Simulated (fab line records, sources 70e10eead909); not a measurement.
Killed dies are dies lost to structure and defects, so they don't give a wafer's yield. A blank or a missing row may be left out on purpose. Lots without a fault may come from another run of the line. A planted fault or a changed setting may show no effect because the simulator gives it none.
Chamber matching | flow nand_harc | NHARC_A_WL_FILL_ALD_10 on ald_hk-03: 4 sister chambers
The step deposits SiO2, target thk 50 nm, pulse time 10 s, ald cycles 500. 4 wafers are shown with their chamber, then 9 later ones without.

WAFERS WITH THEIR CHAMBER
wafer  | chamber | heater_power_w (W)
L086.1 | 2       | 446
L087.3 | 0       | 451
L087.4 | 1       | 446
L087.1 | 3       | 390

WAFERS WITHOUT THEIR CHAMBER
wafer  | heater_power_w (W)
L089.3 | 454
L089.2 | 457
L089.6 | 438
L093.1 | 443
L093.4 | 452
L093.5 | 461
L095.4 | 444
L095.2 | 392
L095.5 | 456

WHICH CHAMBER EACH WENT THROUGH
wafer  | from the rows above          | in truth
L089.3 | can't be placed: 0 or 1 or 2 | 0
L089.2 | can't be placed: 0 or 1 or 2 | 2
L089.6 | can't be placed: 1 or 2 or 0 | 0
L093.1 | can't be placed: 1 or 2 or 0 | 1
L093.4 | can't be placed: 0 or 1 or 2 | 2
L093.5 | can't be placed: 0 or 1 or 2 | 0
L095.4 | can't be placed: 1 or 2 or 0 | 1
L095.2 | 3                            | 3
L095.5 | can't be placed: 0 or 1 or 2 | 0
Placed correctly: 1 of 9. Can't be placed from these rows: 8 (the true chamber is among the candidates in 8). Placed wrongly: 0.
How it was worked out, from the rows above alone: a wafer's distance from a chamber is the root of the sum, over the readings, of the square of ((its reading less the chamber's mean) divided by the reading's scatter). The wafer belongs to the nearest chamber; if the next one is less than 2 further off, it can't be placed. A chamber's mean is the mean of its shown wafers. The scatter: with one shown wafer a chamber, the root of the mean of the squares of how far each hidden wafer lies from its nearest shown one.
